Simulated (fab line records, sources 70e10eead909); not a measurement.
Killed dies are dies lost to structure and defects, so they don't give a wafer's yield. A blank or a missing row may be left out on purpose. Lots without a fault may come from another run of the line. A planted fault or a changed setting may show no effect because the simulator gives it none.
Chamber matching | flow nand_harc | NHARC_P_M1_DEP_33 on pecvd-02: 3 sister chambers
The step deposits SiCN, target thk 30 nm. 14 wafers are shown with their chamber, then 7 later ones without.

WAFERS WITH THEIR CHAMBER
wafer  | chamber | heater_power_w (W)
L076.2 | 2       | 360
L076.3 | 0       | 646
L076.6 | 2       | 365
L080.2 | 1       | 564
L080.5 | 0       | 640
L080.6 | 1       | 582
L084.3 | 0       | 596
L084.4 | 2       | 432
L084.5 | 1       | 573
L089.1 | 2       | 360
L089.2 | 0       | 668
L089.6 | 2       | 351
L094.3 | 1       | 603
L094.4 | 1       | 613

SIGNATURES (means of the wafers above)
reading        | chamber 0 | chamber 1 | chamber 2 | scatter within a chamber
heater_power_w | 637.50    | 587.00    | 373.60    | 28.2
Rule: a wafer's distance from a chamber is the root of the sum, over the readings, of the square of ((its reading less the chamber's mean) divided by the reading's scatter). The wafer belongs to the nearest chamber; if the next one is less than 2 further off, it can't be placed. The scatter: the root of (the sum of the squares of (reading less its chamber's mean) over the shown wafers, divided by (wafers less chambers)).

WAFERS WITHOUT THEIR CHAMBER
wafer  | heater_power_w (W)
L094.5 | 435
L093.2 | 559
L093.3 | 601
L093.5 | 598
L095.1 | 601
L095.2 | 371
L095.4 | 376

WHICH CHAMBER EACH WENT THROUGH
wafer  | from the rows above     | in truth
L094.5 | 2                       | 2
L093.2 | can't be placed: 1 or 0 | 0
L093.3 | can't be placed: 1 or 0 | 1
L093.5 | can't be placed: 1 or 0 | 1
L095.1 | can't be placed: 1 or 0 | 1
L095.2 | 2                       | 2
L095.4 | 2                       | 2
Placed correctly: 3 of 7. Can't be placed from these rows: 4 (the true chamber is among the candidates in 4). Placed wrongly: 0.
